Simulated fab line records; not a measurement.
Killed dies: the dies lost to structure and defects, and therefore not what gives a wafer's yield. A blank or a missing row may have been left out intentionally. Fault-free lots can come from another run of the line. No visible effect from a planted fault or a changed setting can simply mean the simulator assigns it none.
Chamber matching / flow n5Finfet / aldMetal-04 running N5_BEOL_M4_ALD_84: 4 sister chambers
The step deposits TaN, pulse time 2 s, purge time 3 s, co reactant purge time 2 s. 8 wafers are shown with their chamber, then 12 later ones without.

WAFERS WITH THEIR CHAMBER
wafer=L080.5; chamber=0; heaterPowerW (W)=334
wafer=L081.2; chamber=3; heaterPowerW (W)=369
wafer=L081.6; chamber=3; heaterPowerW (W)=380
wafer=L089.2; chamber=1; heaterPowerW (W)=503
wafer=L089.5; chamber=2; heaterPowerW (W)=416
wafer=L083.3; chamber=1; heaterPowerW (W)=516
wafer=L083.4; chamber=2; heaterPowerW (W)=406
wafer=L083.5; chamber=0; heaterPowerW (W)=341

WAFERS WHOSE CHAMBER IS MISSING
wafer=L093.3; heaterPowerW (W)=504
wafer=L093.4; heaterPowerW (W)=378
wafer=L093.5; heaterPowerW (W)=417
wafer=L092.1; heaterPowerW (W)=336
wafer=L092.2; heaterPowerW (W)=386
wafer=L092.6; heaterPowerW (W)=522
wafer=L091.1; heaterPowerW (W)=518
wafer=L091.3; heaterPowerW (W)=374
wafer=L091.6; heaterPowerW (W)=418
wafer=L095.4; heaterPowerW (W)=377
wafer=L095.5; heaterPowerW (W)=377
wafer=L095.6; heaterPowerW (W)=409

EACH ONE'S CHAMBER
wafer=L093.3; from the rows above=1; in truth=1
wafer=L093.4; from the rows above=3; in truth=3
wafer=L093.5; from the rows above=2; in truth=2
wafer=L092.1; from the rows above=0; in truth=0
wafer=L092.2; from the rows above=can't be placed: 3 or 2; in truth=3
wafer=L092.6; from the rows above=1; in truth=1
wafer=L091.1; from the rows above=1; in truth=1
wafer=L091.3; from the rows above=3; in truth=3
wafer=L091.6; from the rows above=2; in truth=2
wafer=L095.4; from the rows above=3; in truth=3
wafer=L095.5; from the rows above=3; in truth=3
wafer=L095.6; from the rows above=2; in truth=2
Correct placement for 11 of the 12. Not placeable from these rows: 1 (in 1, the candidates include the true chamber). Placed wrongly: 0.
How it was worked out, from the rows above alone: a wafer's distance from a chamber is the root of the sum, over the readings, of the square of ((its reading less the chamber's mean) divided by the reading's scatter). If the next closest chamber is less than 2 further off than the closest, the wafer can't be placed; otherwise it belongs to the closest. For every chamber, the mean is computed from those of its wafers that are shown. The scatter: the root of (the sum of the squares of (reading less its chamber's mean) over the shown wafers, divided by (wafers less chambers)).
